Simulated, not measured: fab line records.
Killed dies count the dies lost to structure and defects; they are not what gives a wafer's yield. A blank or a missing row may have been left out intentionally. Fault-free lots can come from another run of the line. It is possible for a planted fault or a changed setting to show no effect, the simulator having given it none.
Which of the tools did it?    flow nand-harc    24 lots, 72 wafers sampled, at 6 steps of a route of 1159

## WHAT THE GAUGES SHOWED, per wafer
NHARC_P_M1_OVL_MEAS_10: pitch 260 nm.
lot   measured      on          overlay-x-nm (nm)  overlay-y-nm (nm)
L074  day 5 16:05   overlay-01  -0.2 -0.5 -0.3     0.2 -0.1 0.0
L075  day 6 10:53   overlay-01  -0.2 -0.3 -0.1     1.0 0.9 1.0
L077  day 6 13:58   overlay-01  -0.3 -0.4 -0.6     -0.6 -0.4 -1.1
L076  day 6 14:46   overlay-01  0.0 0.2 -0.1       -0.8 -1.0 -1.0
L079  day 7 00:42   overlay-02  0.6 0.7 0.5        -0.3 -1.0 -0.7
L078  day 7 01:02   overlay-02  0.6 0.8 0.7        0.2 0.7 -0.1
L080  day 7 13:37   overlay-01  0.5 0.4 0.7        -1.3 -1.2 -1.2
L081  day 7 16:05   overlay-01  1.3 1.1 1.2        -0.4 -0.7 -0.4
L082  day 8 02:31   overlay-01  -0.9 -0.8 -0.3     1.5 0.7 1.6
L084  day 8 17:15   overlay-01  -0.6 -1.2 -1.0     0.1 -0.5 0.1
L083  day 8 17:50   overlay-02  -0.4 -0.3 -0.2     -0.4 -0.7 -0.7
L085  day 9 08:44   overlay-02  0.2 0.6 0.7        0.4 0.3 0.4
L087  day 9 14:29   overlay-01  -0.1 -0.3 -0.1     1.1 1.1 1.0
L086  day 9 15:22   overlay-02  2.1 1.8 1.4        1.7 1.0 1.4
L088  day 9 18:09   overlay-02  -0.9 -0.4 -0.4     1.2 1.5 1.6
L089  day 10 06:04  overlay-01  -0.1 -0.2 -0.2     0.2 0.2 0.4
L090  day 10 07:36  overlay-02  -0.5 -0.8 -0.9     0.9 0.6 1.2
L091  day 10 09:50  overlay-02  0.2 -0.5 -0.2      0.0 0.4 0.0
L092  day 10 10:05  overlay-01  -0.6 -0.2 0.2      0.5 0.7 0.6
L093  day 10 21:25  overlay-01  0.4 1.1 1.0        0.8 0.7 0.3
L095  day 10 22:05  overlay-01  -0.4 -1.2 -1.0     -0.7 -1.0 -0.8
L094  day 10 22:32  overlay-01  -0.8 -0.8 -0.4     -0.7 -0.1 -0.4
L096  day 11 09:47  overlay-01  0.8 0.8 0.4        0.3 0.6 0.6
L097  day 11 12:52  overlay-02  2.1 2.0 1.7        -1.0 -0.2 -0.7

NHARC_P_M2_THK_MEAS_24: measures by xrf.
lot   measured      on             thk-nm (nm)
L074  day 5 22:43   film-metro-01  145.3 142.2 144.0
L075  day 6 17:35   film-metro-01  144.4 146.5 145.3
L077  day 6 20:59   film-metro-02  145.1 146.7 145.9
L076  day 6 21:31   film-metro-01  143.1 142.7 145.0
L079  day 7 07:39   film-metro-01  144.1 146.1 142.9
L078  day 7 07:58   film-metro-01  145.7 145.9 142.0
L080  day 7 20:44   film-metro-01  145.0 145.5 144.2
L081  day 7 22:56   film-metro-01  146.6 143.0 143.9
L082  day 8 09:29   film-metro-02  143.9 142.7 144.6
L084  day 8 23:56   film-metro-01  141.2 139.5 141.0
L083  day 9 00:34   film-metro-02  141.4 143.3 143.9
L085  day 9 15:34   film-metro-01  144.8 145.5 145.3
L087  day 9 21:16   film-metro-02  143.1 142.4 144.0
L086  day 9 22:30   film-metro-01  143.6 145.9 144.1
L088  day 10 00:54  film-metro-01  146.9 142.8 140.7
L089  day 10 13:02  film-metro-02  144.1 144.3 145.4
L090  day 10 14:32  film-metro-02  142.3 144.2 143.7
L091  day 10 16:49  film-metro-02  140.6 141.6 143.3
L092  day 10 17:13  film-metro-02  145.5 144.1 143.1
L093  day 11 04:02  film-metro-02  142.5 144.6 143.8
L095  day 11 04:43  film-metro-01  144.7 143.1 141.8
L094  day 11 05:19  film-metro-02  144.6 142.2 143.1
L096  day 11 17:04  film-metro-01  146.1 144.2 144.5
L097  day 11 19:46  film-metro-02  144.6 144.3 146.2

NHARC_P_BONDPAD_OVL_MEAS_38.
lot   measured      on          overlay-x-nm (nm)  overlay-y-nm (nm)
L074  day 6 00:43   overlay-01  -1 0 -1            -6 -6 -6
L075  day 6 19:35   overlay-01  12 11 12           3 3 3
L077  day 6 22:53   overlay-01  8 8 8              -3 -3 -3
L076  day 6 23:33   overlay-01  -1 -1 -2           0 1 0
L079  day 7 09:39   overlay-02  4 4 4              6 6 6
L078  day 7 09:58   overlay-02  -10 -10 -10        3 3 3
L080  day 7 22:46   overlay-02  2 2 2              9 8 8
L081  day 8 00:58   overlay-02  -11 -11 -10        -6 -6 -7
L082  day 8 11:30   overlay-01  -3 -4 -3           -5 -5 -5
L084  day 9 01:50   overlay-01  -6 -6 -7           7 8 7
L083  day 9 02:38   overlay-02  0 0 0              2 3 2
L085  day 9 17:29   overlay-01  6 6 6              -2 -3 -2
L087  day 9 23:20   overlay-02  -5 -6 -6           -4 -4 -5
L086  day 10 00:32  overlay-02  3 2 3              10 11 11
L088  day 10 02:56  overlay-02  -7 -7 -7           1 1 1
L089  day 10 15:07  overlay-02  -4 -4 -4           -7 -7 -6
L090  day 10 16:46  overlay-01  2 1 2              7 7 7
L091  day 10 18:46  overlay-02  -10 -11 -10        -2 -3 -3
L092  day 10 19:31  overlay-02  -4 -4 -5           1 1 1
L093  day 11 06:11  overlay-02  -5 -5 -5           2 1 2
L095  day 11 06:45  overlay-01  5 5 4              2 1 1
L094  day 11 07:32  overlay-01  8 8 8              -4 -4 -4
L096  day 11 19:08  overlay-02  9 9 9              -14 -14 -14
L097  day 11 21:48  overlay-01  -2 -1 -2           -4 -3 -3

## WHAT TOOL EACH LOT RAN ON (gives the tool, then ch and the chambers of the sampled wafers, and finally the start)
lot   NHARC_P_M0_PRE_CLEAN_29                  NHARC_P_M2_PVD_21                        NHARC_P_M2_PRE_CLEAN_32
L074  pvd-sputter-02, day 5 16:05 or earlier   pvd-sputter-02, day 5 22:43 or earlier   pecvd-02 ch 0,1,2, day 5 23:02
L075  pvd-sputter-01, day 6 10:53 or earlier   pvd-sputter-03, day 6 17:35 or earlier   pecvd-02 ch 0,1,2, day 6 17:48
L077  pvd-sputter-01, day 6 13:58 or earlier   pvd-sputter-02, day 6 20:59 or earlier   pecvd-02 ch 1,2, day 6 21:13
L076  pvd-sputter-02, day 6 14:46 or earlier   pvd-sputter-03, day 6 21:31 or earlier   pecvd-04 ch 0,2, day 6 21:46
L079  pvd-sputter-02, day 7 00:42 or earlier   pvd-sputter-03, day 7 07:39 or earlier   pecvd-04 ch 0,2, day 7 07:52
L078  pvd-sputter-03, day 7 01:02 or earlier   pvd-sputter-02, day 7 07:58 or earlier   pecvd-03 ch 1,2, day 7 08:11
L080  pvd-sputter-03, day 7 13:37 or earlier   pvd-sputter-02, day 7 20:44 or earlier   pecvd-04 ch 1,2, day 7 20:58
L081  pvd-sputter-01, day 7 16:05 or earlier   pvd-sputter-02, day 7 22:56 or earlier   pecvd-02 ch 0,1,2, day 7 23:09
L082  pvd-sputter-02, day 8 02:31 or earlier   pvd-sputter-02, day 8 09:29 or earlier   pecvd-02 ch 1,2, day 8 09:43
L084  pvd-sputter-01, day 8 17:15 or earlier   pvd-sputter-03, day 8 23:56 or earlier   pecvd-04 ch 0,1,2, day 9 00:13
L083  pvd-sputter-02, day 8 17:50 or earlier   pvd-sputter-01, day 9 00:34 or earlier   pecvd-02 ch 0,1, day 9 00:47
L085  pvd-sputter-03, day 9 08:44 or earlier   pvd-sputter-01, day 9 15:34 or earlier   pecvd-02 ch 1,2, day 9 15:47
L087  pvd-sputter-02, day 9 14:29 or earlier   pvd-sputter-03, day 9 21:16 or earlier   pecvd-03 ch 1,2, day 9 21:29
L086  pvd-sputter-03, day 9 15:22 or earlier   pvd-sputter-03, day 9 22:30 or earlier   pecvd-02 ch 0,1,2, day 9 22:43
L088  pvd-sputter-01, day 9 18:09 or earlier   pvd-sputter-03, day 10 00:54 or earlier  pecvd-04 ch 0,2, day 10 01:08
L089  pvd-sputter-01, day 10 06:04 or earlier  pvd-sputter-01, day 10 13:02 or earlier  pecvd-03 ch 0,1, day 10 13:18
L090  pvd-sputter-01, day 10 07:36 or earlier  pvd-sputter-02, day 10 14:32 or earlier  pecvd-02 ch 0,1,2, day 10 14:56
L091  pvd-sputter-01, day 10 09:50 or earlier  pvd-sputter-03, day 10 16:49 or earlier  pecvd-02 ch 0,2, day 10 17:02
L092  pvd-sputter-03, day 10 10:05 or earlier  pvd-sputter-02, day 10 17:13 or earlier  pecvd-04 ch 0,1,2, day 10 17:43
L093  pvd-sputter-01, day 10 21:25 or earlier  pvd-sputter-02, day 11 04:02 or earlier  pecvd-02 ch 0,2, day 11 04:17
L095  pvd-sputter-03, day 10 22:05 or earlier  pvd-sputter-03, day 11 04:43 or earlier  pecvd-02 ch 0,1,2, day 11 04:59
L094  pvd-sputter-01, day 10 22:32 or earlier  pvd-sputter-01, day 11 05:19 or earlier  pecvd-02 ch 0,1,2, day 11 05:43
L096  pvd-sputter-02, day 11 09:47 or earlier  pvd-sputter-02, day 11 17:04 or earlier  pecvd-03 ch 0,1,2, day 11 17:20
L097  pvd-sputter-03, day 11 12:52 or earlier  pvd-sputter-02, day 11 19:46 or earlier  pecvd-02 ch 0,1, day 11 20:01
- NHARC_P_M0_PRE_CLEAN_29: time 30 s.
- NHARC_P_M2_PVD_21: deposits Cu, target thk 30 nm, time 20.49 s.
- NHARC_P_M2_PRE_CLEAN_32: time 12 s.

## WHAT THE TOOLS THEMSELVES READ (means of the sampled wafers that have a number; where no wafer has one, the mark that the record gives instead)
NHARC_P_M0_PRE_CLEAN_29.
lot   tool            heater-power-w (W)
L074  pvd-sputter-02  417
L075  pvd-sputter-01  383
L077  pvd-sputter-01  375
L076  pvd-sputter-02  415
L079  pvd-sputter-02  408
L078  pvd-sputter-03  418
L080  pvd-sputter-03  418
L081  pvd-sputter-01  373
L082  pvd-sputter-02  400
L084  pvd-sputter-01  378
L083  pvd-sputter-02  407
L085  pvd-sputter-03  416
L087  pvd-sputter-02  422
L086  pvd-sputter-03  444
L088  pvd-sputter-01  387
L089  pvd-sputter-01  384
L090  pvd-sputter-01  383
L091  pvd-sputter-01  390
L092  pvd-sputter-03  422
L093  pvd-sputter-01  380
L095  pvd-sputter-03  421
L094  pvd-sputter-01  382
L096  pvd-sputter-02  405
L097  pvd-sputter-03  445

NHARC_P_M2_PVD_21.
lot   tool            throttle-valve-pct (%)
L074  pvd-sputter-02  30.8
L075  pvd-sputter-03  29.5
L077  pvd-sputter-02  29.8
L076  pvd-sputter-03  30.2
L079  pvd-sputter-03  30.4
L078  pvd-sputter-02  30.1
L080  pvd-sputter-02  28.6
L081  pvd-sputter-02  31.4
L082  pvd-sputter-02  30.2
L084  pvd-sputter-03  28.1
L083  pvd-sputter-01  29.3
L085  pvd-sputter-01  28.6
L087  pvd-sputter-03  28.5
L086  pvd-sputter-03  29.3
L088  pvd-sputter-03  30.9
L089  pvd-sputter-01  28.0
L090  pvd-sputter-02  29.1
L091  pvd-sputter-03  29.8
L092  pvd-sputter-02  29.8
L093  pvd-sputter-02  30.0
L095  pvd-sputter-03  29.2
L094  pvd-sputter-01  29.7
L096  pvd-sputter-02  29.2
L097  pvd-sputter-02  28.9

NHARC_P_M2_PRE_CLEAN_32.
lot   tool      heater-power-w (W)
L074  pecvd-02  642
L075  pecvd-02  657
L077  pecvd-02  665
L076  pecvd-04  638
L079  pecvd-04  634
L078  pecvd-03  691
L080  pecvd-04  718
L081  pecvd-02  646
L082  pecvd-02  630
L084  pecvd-04  677
L083  pecvd-02  663
L085  pecvd-02  682
L087  pecvd-03  623
L086  pecvd-02  637
L088  pecvd-04  607
L089  pecvd-03  679
L090  pecvd-02  646
L091  pecvd-02  648
L092  pecvd-04  642
L093  pecvd-02  640
L095  pecvd-02  635
L094  pecvd-02  646
L096  pecvd-03  670
L097  pecvd-02  666

## THE ANSWER, worked out from the rows above alone
Rule: usual is defined by the lots themselves. Put in order of their means at a reading, lots are off if they are a third of the lots or fewer, leave a main group of 4 or more, and stand apart from it by a gap of 3 or more times the standard deviation of the main group's means; of several such gaps the widest counts. The tables above print the reading to a certain number of digits; a main group whose means all agree to those digits is not used. A lot without any number at a reading at which 4 lots or more have one is off too. Any other lot the step has rows for is counted as sound. First the gauges in route order, then the tools' own readings, where a lot's mean is used as printed above. The first step at which some lot is off is used, and at that step the reading that is off furthest; a lot without a number counts as furthest.
Across all readings shown, no lot is off: no conclusion can be drawn from this.

## WHAT THE SIMULATOR HAD PUT IN
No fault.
